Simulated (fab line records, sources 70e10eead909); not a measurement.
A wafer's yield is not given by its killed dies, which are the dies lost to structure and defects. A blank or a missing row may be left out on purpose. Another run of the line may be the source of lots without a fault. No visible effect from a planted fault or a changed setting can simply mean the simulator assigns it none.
Comparing a struck lot with a sound one -- flow nand-harc -- 15 out of 1302 route steps
Sound: the wafers L190.3, L190.4, L190.5. Struck: wafer L200.1. (L200.3, L200.4 of the same lot were not struck and are left out.) The cause comes at the end.
Each step with rows lists, per side, the tool, then ch with its chambers, then its first start. Under that, the readings that differ: sound wafers -- struck wafers -- difference of the means -- sigmas: that difference in standard deviations of wafers without a fault.
alike: readings whose means differ by less than 2 such deviations, and words and numbers that are the same on both sides. not compared: withheld readings, readings that some wafer has no value for, bounds like >300 that may hide the same value, and numbers for which the record gives no deviation and whose values overlap.
The two part at a step that has a row with sigmas, a row that says differs or no value, or rows on one side only. When numbers do not overlap yet have no deviation, they are printed without sigmas and do not part them. A reading missing from all wafers of one side parts the sides only when that side holds two or more wafers.

first, 9 steps without rows for these wafers: NHARC_P_BONDPAD_DEHYDRATE_01 (time 120 s); NHARC_P_BONDPAD_HMDS_02 (time 30 s); NHARC_P_BONDPAD_COAT_36 (time 65 s); NHARC_P_BONDPAD_COAT_03 (resist thk 600 nm); NHARC_P_BONDPAD_SOFTBAKE_04 (time 70 s); NHARC_P_BONDPAD_EBR_05; NHARC_P_BONDPAD_EXPOSE_06 (exposes mask P BPAD); NHARC_P_BONDPAD_PEB_07 (peb time 80 s); NHARC_P_BONDPAD_DEVELOP_08 (time 50 s).
NHARC_P_BONDPAD_CD_MEAS_09: target cd 500 nm.
  sound on cd-sem-01 ch 0, day 6 18:09; struck on cd-sem-01 ch 0, day 11 03:01
  alike: cd-nm
NHARC_P_BONDPAD_OVL_MEAS_38:
  sound: overlay-02 at day 6 18:14; struck: overlay-02 at day 11 03:07
  alike: overlay-x-nm, overlay-y-nm
then, 1 step without rows for these wafers: NHARC_P_BONDPAD_HARDBAKE_10 (time 65 s).
NHARC_P_BONDPAD_DESCUM_11: chemistry O2, time 3 s.
  sound on rie-diel-13 ch 0,2, day 6 18:22; struck on rie-diel-07 ch 0, day 11 03:14
reading,sound,struck,difference,sigmas
o2-flow-sccm (sccm),200.8 200.9 200.0,198.9,-1.7,-3
run-length-s (s),23.76 24.16 23.66,26.08,+2.22,+8
  alike: drypump-motor-current-A, oes-product-au, rf-vpp-V, showerhead-plenum-p-Torr, throttle-valve-pct
  not compared: rf-hours-counter-h
NHARC_P_BONDPAD_ETCH_37: etches the open film in N2/H2, target depth 60 nm, overetch 18 nm, time 65.91 s.
  sound on rie-diel-13 ch 0,1,3, day 6 18:27; struck on rie-diel-07 ch 2, day 11 03:19
  alike: bias-w, drypump-motor-current-A, oes-product-au, rf-vpp-V, showerhead-plenum-p-Torr, throttle-valve-pct
  not compared: rf-hours-counter-h
-- jump in the record: it breaks off in module P_BONDPAD and resumes in module END (first step shown: number 1302 of the route), and 19 days separate the struck wafers' starts before and after --
NHARC_END_SORT_01:
  sound on prober-01 ch 0, day 24 17:16; struck on prober-02 ch 0, day 29 18:00
  alike: defect-limited-yield, killed-at-array, killed-at-other, killed-at-periphery, killed-dies, killed-open, killed-short

== WHERE THEY PART ==
At NHARC_P_BONDPAD_DESCUM_11 and nowhere else, as far as this record goes. Later steps at which nothing parts them and some readings are alike: NHARC_P_BONDPAD_ETCH_37, NHARC_END_SORT_01.

WHY: the cause the simulator had injected
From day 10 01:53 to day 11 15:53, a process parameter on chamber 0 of rie-diel-07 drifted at NHARC_P_BONDPAD_DESCUM_11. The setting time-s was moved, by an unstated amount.
